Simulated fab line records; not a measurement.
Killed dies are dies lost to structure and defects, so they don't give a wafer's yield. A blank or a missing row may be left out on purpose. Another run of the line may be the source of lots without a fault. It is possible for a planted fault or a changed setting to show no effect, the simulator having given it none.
Problem report in the 8D (eight disciplines) form, filled by code / flow n5 finfet / the parts of the form that need people (team, actions taken, sign-off) are left out

== 1. WHAT WENT WRONG ==
At N5_SD_EPI_P_COAT_03, spin speed rpm averages 1208.4 rpm over 9 wafers from 3 lots, while fault-free wafers read 1500.0 rpm, standard deviation 0.92. That is -99 or more standard deviations from the usual mean.
The step: resist thk 150 nm.
First seen on wafer L964.1, day 7 17:14, on litho track-05. At this step, 15 wafers from 5 lots have a number in the record. Rule for "out" (also "out of limits"): further than 4 standard deviations from the usual mean. The other wafers with a number count as sound.

== 2. WHAT IT IS, AND WHAT IT ISN'T ==
question=which readings at this step | is=spin speed rpm | is not=-
question=which lots | is=L964, L965, L966 | is not=L958, L969
question=which wafers of those lots | is=all that have a number | is not=-
question=read on which tools | is=litho track-05 | is not=litho track-02
question=when | is=from day 7 17:14 | is not=up to then (3 sound wafers); but 3 sound wafers of L969 came after

== 3. THE SUSPECTS, EACH WITH WHAT RULES IT OUT ==
Counting: any tool at a process step up to the reading is kept as a suspect provided that every lot that is out went through it and no sound lot did after the first of them.
- litho track-05 at N5_SD_EPI_P_COAT_03 (resist thk 150 nm): kept. All lots that are out passed through it, beginning with L964 at day 7 17:14, and no sound lot followed; its final sound lot before that point was L958 at day 6 04:44. Out on those wafers are its own readings of spin speed rpm.
Remaining after the count: litho track-05 at N5_SD_EPI_P_COAT_03.

== 4. THE CAUSE (what the simulator had put in) ==
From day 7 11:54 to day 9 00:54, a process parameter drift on litho track-05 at N5_SD_EPI_P_COAT_03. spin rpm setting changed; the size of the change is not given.
Only this tool survived the counting.

== 5. THE EFFECT CHAIN, in route order ==
Rows list readings where the struck wafers' mean (over those with a number) sits beyond 3 standard deviations from the usual. Scope: only readings with a usual standard deviation given in the record; hours: median across lots of the time from each lot's start at the first step in this table that gives one to its start at this step; sigmas: change in usual standard deviations.
hours=0; step=N5_SD_EPI_P_COAT_03; reading=spin speed rpm; usual=1500.0 rpm; on struck wafers=1208.4; change=-291.6; sigmas=-99 or more
Here are the process steps it includes:
- N5_SD_EPI_P_COAT_03: resist thk 150 nm.
At these later measuring or inspecting steps, every struck wafer for which the step has a row has a number for every such reading, and none has moved that far: N5_BEOL_M4_RC_MEAS_101.

== 6. HOW IT WOULD HAVE BEEN CAUGHT EARLIER ==
In this record no reading fell out of limits until day 7 17:14, 5 hours after the fault had begun at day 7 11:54.
